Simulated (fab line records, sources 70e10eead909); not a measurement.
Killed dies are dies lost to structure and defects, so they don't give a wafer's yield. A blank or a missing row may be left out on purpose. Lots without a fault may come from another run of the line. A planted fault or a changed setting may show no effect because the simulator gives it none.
Problem report in the 8D (eight disciplines) form, filled by code | flow nand_harc | the parts of the form that need people (team, actions taken, sign-off) are left out

1. THE PROBLEM
thk_nm at NHARC_A_ONON_D1_THK_MEAS_05 reads a mean of 1250 nm on 6 wafers of 2 lots; wafers without a fault read 1001 nm with a standard deviation of 9.9. That is +25 standard deviations from the usual mean.
The step: measures by ellipsometry.
First seen on wafer L822.3, day 12 06:21, on film_metro-01. The record holds 39 wafers of 13 lots with a number at this step. Rule for "out", or "out of limits": more than 4 standard deviations from the usual mean. The other wafers with a number count as sound.

2. WHAT IT IS AND WHAT IT IS NOT
question                    | is                     | is not
which readings at this step | thk_nm                 | -
which lots                  | L822, L823             | L811, L812, L813, L816, L817, L818, L820, L831, L832, L833, L834
which wafers of those lots  | all that have a number | -
read on which gauges        | film_metro-01          | film_metro-02
when                        | from day 12 06:21      | up to then (21 sound wafers); but 12 sound wafers of L831, L832, L833, L834 came after

3. SUSPECTS, AND WHAT RULES EACH OUT
Counting: a tool at a process step up to the reading stays a suspect if it ran every lot that is out and no sound lot after the first of them.
- the gauge at NHARC_A_ONON_D1_THK_MEAS_05: ruled out. All the wafers that are out were read on film_metro-01, but those of them that NHARC_END_SORT_01 has rows for are out there too, on other tools.
- pecvd_onon-04 at NHARC_A_ONON_D1_DEP_03 (target thk 1000 nm): ruled out as a lasting fault. Sound lots L831, L832 ran on it after its first lot that is out, L822 (day 12 05:57).
Left after counting: nothing in the record.

4. THE CAUSE (what the simulator had put in)
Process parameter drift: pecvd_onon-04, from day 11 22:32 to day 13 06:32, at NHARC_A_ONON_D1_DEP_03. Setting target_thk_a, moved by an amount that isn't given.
Counting ruled it out, wrongly: the rule takes a fault to strike every lot that its tool runs from its start on, and this one did not.

5. THE CHAIN OF EFFECTS, in route order
Each row: a reading whose mean over the struck wafers that have a number lies more than 3 standard deviations from the usual. Only readings for which the record gives a usual standard deviation are gone through. hours: the time from each lot's start at the first step in this table that gives one to its start at this step, as a median over the lots. sigmas: the change in usual standard deviations.
hours | step                        | reading         | usual   | on struck wafers | change | sigmas
0     | NHARC_A_ONON_D1_THK_MEAS_05 | thk_nm          | 1001 nm | 1250             | +248   | +25
411   | NHARC_END_SORT_01           | killed_at_array | 59      | 673              | +614   | +36
411   | NHARC_END_SORT_01           | killed_dies     | 63      | 677              | +614   | +34

6. WHAT WOULD HAVE CAUGHT IT SOONER
In this record the first reading out of limits at a measuring or inspecting step was taken at day 12 06:21, 8 hours after the fault began at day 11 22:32.
Of the tool readings at NHARC_A_ONON_D1_DEP_03 for which the record gives a usual standard deviation, none was out on any struck wafer, so an alarm limit of 4 standard deviations on them would not have fired.
